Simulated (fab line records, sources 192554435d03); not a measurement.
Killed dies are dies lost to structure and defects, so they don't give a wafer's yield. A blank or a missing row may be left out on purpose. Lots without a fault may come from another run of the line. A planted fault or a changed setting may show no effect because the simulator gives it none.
A struck lot beside a sound one | flow n5_finfet | 37 steps out of a route of 1938
Sound: wafers L709.2, L709.3, L709.5. Struck: wafers L699.2, L699.4, L699.5. The cause comes at the end.
At each step with rows: each side's tool, then ch and its chambers, then its first start. Under that, the readings that differ: sound wafers | struck wafers | difference of the means | sigmas: that difference in standard deviations of wafers without a fault.
alike: readings whose means differ by less than 2 such deviations, and words and numbers that are the same on both sides. not compared: withheld readings, readings that some wafer has no value for, bounds like >300 that may hide the same value, and numbers for which the record gives no deviation and whose values overlap.
The two part at a step that has a row with sigmas, a row that says differs or no value, or rows on one side only. Numbers that don't overlap but have no deviation are shown without sigmas and don't part them. A reading that every wafer of one side lacks parts them only if that side has two wafers or more.

first, 9 steps without rows for these wafers: N5_BEOL_M4_ANNEAL_95 (time 240 s); N5_BEOL_M4_SPUTTER_96 (material Cu, target thk 4.5 nm, time 8.29 s); N5_BEOL_M4_ECD_50 (material Cu, target thk 300 nm); N5_BEOL_M4_ANNEAL_51 (time 90 s); N5_BEOL_M4_CMP_52 (polishes, stops on SiOC, t overpolish 6.8 s, target thk 40 nm); N5_BEOL_M4_PRE_CLEAN_60 (time 15 s); N5_BEOL_M4_CO_CAP_55 (material Co, precursor CCTBA/H2, target thk 2 nm, time 102.1 s); N5_BEOL_M4_PRE_CLEAN_56 (time 15 s); N5_BEOL_M4_DEP_57 (deposits SiCN from 3MS/NH3, target thk 8 nm, time 14 s).
N5_BEOL_M4_RC_MEAS_101:
  sound on prober-02 ch 0, day 14 04:06; struck on prober-01 ch 0, day 12 11:46
  alike: DIBL_N, DIBL_P, IOFF_N, IOFF_P, ION_N, ION_P, SS_N, SS_P, VT_N, VT_P
then, 24 steps without rows for these wafers: N5_BEOL_M5_ILD_DEP_00 (deposits SiCOH lowk from DEMS/porogen, target thk 140.64 nm, time 25.9 s); N5_BEOL_M5_CURE_79 (cures SiCOH lowk, time 240 s); N5_BEOL_M5_PECVD_70 (deposits SiO2 from TEOS/O2, target thk 16 nm, time 18 s); N5_BEOL_M5_HM_DEP_02 (deposits TiN, target thk 20 nm); N5_BEOL_M5_COAT_59 (time 60 s, resist thk 60 nm); N5_BEOL_M5_COAT_60 (time 60 s, resist thk 12 nm); N5_BEOL_M5_COAT_71 (time 60 s, resist thk 5 nm); N5_BEOL_M5_COAT_05 (resist thk 30 nm); N5_BEOL_M5_EBR_07; N5_BEOL_M5_SOFTBAKE_06 (time 60 s); N5_BEOL_M5_EXPOSE_08 (exposes mask M5, target cd 28 nm); N5_BEOL_M5_PEB_09 (peb time 60 s); N5_BEOL_M5_DEVELOP_10 (develop time 30 s); N5_BEOL_M5_DESCUM_16 (chemistry O2, time 7 s); N5_BEOL_M5_ETCH_72 (etches underlayer in N2/H2, target depth 6.5 nm, time 5.2 s); N5_BEOL_M5_ETCH_61 (etches SiARC in CF4, target depth 15.6 nm, time 26 s); N5_BEOL_M5_ETCH_62 (etches SOC in N2/H2, target depth 75 nm, overetch 15 nm, time 112.5 s); N5_BEOL_M5_STRIP_63 (strips in N2/H2); N5_BEOL_M5_STRIP_73 (strips in N2/H2); N5_BEOL_M5_STRIP_64 (strips in CF4); N5_BEOL_M5_HM_OPEN_17 (chemistry Cl2/BCl3, target TiN, target depth 20 nm, overetch 6 nm); N5_BEOL_M5_STRIP_19 (strips in O2); N5_BEOL_M5_COAT_65 (time 60 s, resist thk 60 nm); N5_BEOL_M5_COAT_66 (time 60 s, resist thk 12 nm).
-- the record jumps here: 3 days lie between the struck wafers' starts before and after (it left off in module BEOL_M5 and takes up again in module BEOL_M13, whose first step shown is number 1700 of the route) --
N5_BEOL_M13_ETCH_38: etches SiCN in CF4/N2, target depth 67.5 nm, time 71.9 s.
  sound on rie_diel-01 ch 0,3, day 17 18:12; struck on rie_diel-03 ch 2,3, day 15 10:08
  no value came back on the struck wafers for any of 8 readings (bias_w (W), cf4_flow_sccm (sccm) and others); on the sound wafers bias_w (W) reads 69.82 70.26 70.19
  reading                                       | sound           | struck          | difference | sigmas
  model.SiOC_of_BEOL_M13_ILD_DEP_00.thk_nm (nm) | 781.4 790 800.6 | 837.6 840.8 847 | +51.1      |
  not compared: rf_hours_counter_h
N5_BEOL_M13_CMP_49: polishes, stops on SiOC, t overpolish 17.1 s, target thk 420 nm.
  sound on cmp-02 ch 0,1,2, day 17 19:50; struck on cmp-04 ch 1,2,3, day 15 11:16
  reading                                       | sound           | struck          | difference | sigmas
  model.SiOC_of_BEOL_M13_ILD_DEP_00.thk_nm (nm) | 771.4 780 790.6 | 827.6 830.8 837 | +51.1      |
  alike: motor_current_A
N5_PASSIVATION_PROBE_49:
  the record has rows for the struck wafers here (prober-02, day 16 19:26) and none for the sound ones

WHERE THEY PART
First at N5_BEOL_M13_ETCH_38; last, within this record, at N5_PASSIVATION_PROBE_49.

WHY: what the simulator had put in
Skipped step whole: rie_diel-03, from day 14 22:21 on, at N5_BEOL_M13_ETCH_38. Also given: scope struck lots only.
